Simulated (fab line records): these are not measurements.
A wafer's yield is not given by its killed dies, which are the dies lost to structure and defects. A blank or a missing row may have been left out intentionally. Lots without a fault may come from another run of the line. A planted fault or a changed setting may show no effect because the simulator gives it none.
A struck lot beside a sound one ; flow n5-finfet ; 36 steps out of a route of 1938
Sound: the wafers L491.1, L491.2, L491.4. Struck: wafers L488.2, L488.4, L488.6. The cause comes at the end.
Order at every step that has rows: each side's tool, ch and its chambers, its first start. Under that, the readings that differ: sound wafers ; struck wafers ; difference of the means ; sigmas: that difference in standard deviations of wafers without a fault.
alike: a reading whose means differ by less than 2 such deviations, as well as words and numbers matching on both sides. not compared: withheld readings; readings where some wafer has no value; bounds like >300 that might hide an equal value; numbers whose values overlap and for which the record gives no deviation.
The two part at a step that has a row with sigmas, a row that says differs or no value, or rows on one side only. Numbers that have no deviation but don't overlap get no sigmas and don't part them. A reading that every wafer of one side lacks parts them only if that side has two wafers or more.

first, 8 steps without rows for these wafers: N5_BEOL_M1_ECD_50 (material Cu, target thk 300 nm); N5_BEOL_M1_ANNEAL_51 (time 90 s); N5_BEOL_M1_CMP_52 (polishes, stops on SiOC, t overpolish 6.8 s, target thk 40 nm); N5_BEOL_M1_PRE_CLEAN_60 (time 15 s); N5_BEOL_M1_CO_CAP_55 (material Co, precursor CCTBA/H2, target thk 2 nm, time 102.1 s); N5_BEOL_M1_PRE_CLEAN_56 (time 15 s); N5_BEOL_M1_DEP_57 (deposits SiCN from 3MS/NH3, target thk 8 nm, time 14 s); N5_BEOL_M2_ILD_DEP_00 (deposits SiOC from DEMS/O2, target thk 79 nm, time 15.3 s).
N5_BEOL_M2_PECVD_72: deposits SiO2 from TEOS/O2, target thk 16 nm, time 18 s.
  sound on pecvd-04 ch 0,2, day 10 11:55; struck on pecvd-03 ch 0,1, day 9 12:29
  no value came back on the struck wafers for any of 5 readings (chamber-pressure-Torr (Torr), heater-power-outer-w (W) and others); on the sound wafers chamber-pressure-Torr (Torr) reads 5.523 5.499 5.511
then, 25 steps without rows for these wafers: N5_BEOL_M2_HM_DEP_02 (deposits TiN, target thk 20 nm); N5_BEOL_M2_COAT_61 (time 60 s, resist thk 60 nm); N5_BEOL_M2_COAT_62 (time 60 s, resist thk 12 nm); N5_BEOL_M2_COAT_73 (time 60 s, resist thk 5 nm); N5_BEOL_M2_COAT_05 (resist thk 30 nm); N5_BEOL_M2_EBR_07; N5_BEOL_M2_SOFTBAKE_06 (time 60 s); N5_BEOL_M2_EXPOSE_08 (exposes mask M2); N5_BEOL_M2_PEB_09 (peb time 60 s); N5_BEOL_M2_DEVELOP_10 (develop time 30 s); N5_BEOL_M2_DESCUM_16 (chemistry O2, time 7 s); N5_BEOL_M2_ETCH_74 (etches underlayer in N2/H2, target depth 6.5 nm, time 5.2 s); N5_BEOL_M2_ETCH_63 (etches SiARC in CF4, target depth 15.6 nm, time 26 s); N5_BEOL_M2_ETCH_64 (etches SOC in N2/H2, target depth 75 nm, overetch 22.5 nm, time 121.9 s); N5_BEOL_M2_STRIP_65 (strips in N2/H2); N5_BEOL_M2_STRIP_75 (strips in N2/H2); N5_BEOL_M2_STRIP_66 (strips in CF4); N5_BEOL_M2_HM_OPEN_17 (chemistry Cl2/BCl3, target TiN, target depth 20 nm, overetch 6 nm); N5_BEOL_M2_STRIP_19 (strips in O2); N5_BEOL_M2_COAT_67 (time 60 s, resist thk 60 nm); N5_BEOL_M2_COAT_68 (time 60 s, resist thk 12 nm); N5_BEOL_M2_COAT_76 (time 60 s, resist thk 5 nm); N5_BEOL_M2_COAT_22 (resist thk 30 nm); N5_BEOL_M2_EBR_24; N5_BEOL_M2_SOFTBAKE_23 (time 60 s).
N5_BEOL_M4_RC_MEAS_101:
  sound on prober-01 ch 0, day 12 01:19; struck on prober-02 ch 0, day 10 14:52
  alike: DIBL_N, DIBL_P, IOFF_N, IOFF_P, ION_N, ION_P, SS_N, SS_P, VT_N, VT_P
-- the record jumps here: 4 days lie between the struck wafers' starts before and after (it left off in module BEOL_M4 and takes up again in module PASSIVATION, whose first step shown is number 1936 of the route) --
N5_PASSIVATION_PROBE_49:
  sound on prober-02, day 16 03:35; struck on prober-02, day 14 18:14
reading;sound;struck;difference;sigmas
defect-limited-yield (%);90.3 92.6 89.4;62.7 63.5 64.2;-27.3;-21
killed_at_M0_to_M3;45 21 43;349 360 336;+312;+31
killed-dies;115 87 125;440 431 423;+322;+21
killed-on-rim;18 10 16;32 24 23;+12;+3
sort_bin_5_function (%);5.3 4.3 6.3;31.8 33.4 31.4;+26.9;+33
sort-n-pass;1065 1093 1055;740 749 757;-322;-21
sort-yield-pct (%);90.3 92.6 89.4;62.7 63.5 64.2;-27.3;-21
  alike: killed_at_M4_up, killed-at-contacts, killed-at-front-end, killed-at-other, killed-open, killed-short, sort_bin_6_memory

== WHERE THEY PART ==
Last at N5_PASSIVATION_PROBE_49 as far as this record goes, first at N5_BEOL_M2_PECVD_72.

WHY: whatever the simulator had introduced
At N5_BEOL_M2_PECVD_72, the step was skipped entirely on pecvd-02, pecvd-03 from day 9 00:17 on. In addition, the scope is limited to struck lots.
